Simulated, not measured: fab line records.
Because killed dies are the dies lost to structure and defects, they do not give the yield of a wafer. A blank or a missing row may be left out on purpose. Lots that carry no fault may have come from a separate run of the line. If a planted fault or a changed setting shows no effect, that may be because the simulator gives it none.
Matching of chambers / flow n5-finfet / N5_BEOL_M3_STRIP_19 on rie-diel-01: 4 sister chambers
The step strips in O2. 4 wafers are shown with their chamber, then 8 later ones without.

## WAFERS, EACH WITH ITS CHAMBER
wafer=L083.5; chamber=2; showerhead-plenum-p-Torr (Torr)=2.21
wafer=L087.4; chamber=0; showerhead-plenum-p-Torr (Torr)=2.03
wafer=L087.6; chamber=3; showerhead-plenum-p-Torr (Torr)=2.05
wafer=L092.2; chamber=1; showerhead-plenum-p-Torr (Torr)=2.10

## WAFERS WHOSE CHAMBER IS MISSING
wafer=L092.3; showerhead-plenum-p-Torr (Torr)=2.03
wafer=L092.4; showerhead-plenum-p-Torr (Torr)=2.03
wafer=L091.1; showerhead-plenum-p-Torr (Torr)=2.05
wafer=L091.3; showerhead-plenum-p-Torr (Torr)=2.03
wafer=L091.4; showerhead-plenum-p-Torr (Torr)=2.10
wafer=L097.1; showerhead-plenum-p-Torr (Torr)=2.02
wafer=L097.2; showerhead-plenum-p-Torr (Torr)=2.21
wafer=L097.6; showerhead-plenum-p-Torr (Torr)=2.05

## CHAMBER TAKEN BY EACH
wafer=L092.3; from the rows above=0; in truth=0
wafer=L092.4; from the rows above=0; in truth=0
wafer=L091.1; from the rows above=3; in truth=3
wafer=L091.3; from the rows above=0; in truth=0
wafer=L091.4; from the rows above=1; in truth=1
wafer=L097.1; from the rows above=0; in truth=0
wafer=L097.2; from the rows above=2; in truth=2
wafer=L097.6; from the rows above=3; in truth=3
Correct placement for 8 of the 8. Can't be placed from these rows: 0. Number placed wrongly: 0.
How it was worked out, from the rows above alone: a wafer's distance from a chamber is the root of the sum, over the readings, of the square of ((its reading less the chamber's mean) divided by the reading's scatter). If the next closest chamber is less than 2 further off than the closest, the wafer can't be placed; otherwise it belongs to the closest. The mean given for a chamber averages the wafers shown for that chamber. The scatter: with one shown wafer a chamber, the root of the mean of the squares of how far each hidden wafer lies from its nearest shown one.
